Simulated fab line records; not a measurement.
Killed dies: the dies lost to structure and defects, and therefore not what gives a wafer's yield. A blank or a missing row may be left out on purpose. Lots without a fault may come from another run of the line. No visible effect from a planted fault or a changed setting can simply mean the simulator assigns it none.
Commonality check across tools + flow n5-finfet + 11 lots and 33 wafers in the sample

## REASON IT WAS OPENED
2 of 11 lots carry a flag on the reading CJ_P at N5_BEOL_M4_RC_MEAS_101. Wafers without a fault read 5.83, standard deviation 0.094.
Rule: a lot is flagged when every wafer of it that has a number lies more than 4 standard deviations from that mean, or none has a number. As for the other lots, they are considered sound.

| lot  | measured     | on        | CJ_P, wafer by wafer | flag    |
|------|--------------|-----------|----------------------|---------|
| L267 | day 8 06:36  | prober-02 | 5.85 5.88 5.86       |         |
| L268 | day 8 20:59  | prober-01 | 5.88 5.74 5.83       |         |
| L270 | day 9 11:40  | prober-01 | 5.93 5.90 5.74       |         |
| L269 | day 9 13:40  | prober-01 | 5.65 5.62 5.78       |         |
| L271 | day 10 09:23 | prober-02 | 5.90 5.82 5.93       |         |
| L272 | day 10 18:01 | prober-01 | 5.73 5.92 5.87       |         |
| L279 | day 11 19:55 | prober-02 | 4.87 4.85 5.01       | FLAGGED |
| L280 | day 12 05:11 | prober-02 | 4.81 4.94 5.00       | FLAGGED |
| L284 | day 12 22:19 | prober-02 | 5.77 5.85 5.68       |         |
| L285 | day 13 12:11 | prober-01 | 5.90 5.86 5.89       |         |
| L287 | day 13 19:11 | prober-02 | 5.79 5.90 5.93       |         |
On average the flagged lots' numbers are 4.91, which is -0.92 against the usual, or -10 standard deviations.

## WHICH TOOL RAN EACH LOT
The record keeps 1 process step preceding the reading, out of 1938 steps on the route. Cell contents, in order: the tool; ch with the chambers the sampled wafers went through; the start.
| lot  | flag    | N5_WELL_APT_IMPLANT_15         |
|------|---------|--------------------------------|
| L267 |         | implanter-01 ch 0, day 2 08:35 |
| L268 |         | implanter-02 ch 0, day 2 14:14 |
| L270 |         | implanter-01 ch 0, day 3 02:14 |
| L269 |         | implanter-01 ch 0, day 2 19:57 |
| L271 |         | implanter-02 ch 0, day 3 08:05 |
| L272 |         | implanter-01 ch 0, day 3 14:25 |
| L279 | FLAGGED | implanter-02 ch 0, day 5 08:05 |
| L280 | FLAGGED | implanter-02 ch 0, day 5 14:17 |
| L284 |         | implanter-01 ch 0, day 6 14:12 |
| L285 |         | implanter-01 ch 0, day 6 20:25 |
| L287 |         | implanter-01 ch 0, day 7 08:04 |
What these steps do:
- N5_WELL_APT_IMPLANT_15
- N5_BEOL_M4_RC_MEAS_101

## FLAGGED OVER TOTAL, TOOL BY TOOL (the gauges that took the reading come last)
| step                   | tool         | lots run | flagged | share of the flagged lots | sound lots run after its first flagged lot |
|------------------------|--------------|----------|---------|---------------------------|--------------------------------------------|
| N5_WELL_APT_IMPLANT_15 | implanter-01 | 7        | 0       | none                      | -                                          |
| N5_WELL_APT_IMPLANT_15 | implanter-02 | 4        | 2       | all                       | 0                                          |
| N5_BEOL_M4_RC_MEAS_101 | prober-01    | 5        | 0       | none                      | -                                          |
| N5_BEOL_M4_RC_MEAS_101 | prober-02    | 6        | 2       | all                       | 2 (L284,L287)                              |

## WHAT IS ALLOWED BY THE TABLE
Rows of the table that ran all the flagged lots, 2 in number: implanter-02 at N5_WELL_APT_IMPLANT_15; prober-02 at N5_BEOL_M4_RC_MEAS_101.
- implanter-02 at N5_WELL_APT_IMPLANT_15: 2 of its 4 lots flagged. It ran its last sound lot, L271, at day 3 08:05 and its first flagged lot, L279, at day 5 08:05: a fault with its onset between the two fits. Its own readings lie more than 4 standard deviations out on every wafer of the flagged lots: dose-ions-cm2, faraday-current-uA.
- prober-02 at N5_BEOL_M4_RC_MEAS_101: 2 of its 6 lots flagged. After the first flagged lot (L284, L287), sound lots still ran on it; a lasting fault on the whole tool would not permit that.
Just one tool remains: implanter-02 at N5_WELL_APT_IMPLANT_15.

## WHAT WAS PUT IN BY THE SIMULATOR
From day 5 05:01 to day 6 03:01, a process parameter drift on implanter-02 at N5_WELL_APT_IMPLANT_15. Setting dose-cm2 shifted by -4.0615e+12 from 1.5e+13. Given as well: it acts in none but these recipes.
Lots struck among those shown: L279, L280. The rule above reached the same finding.
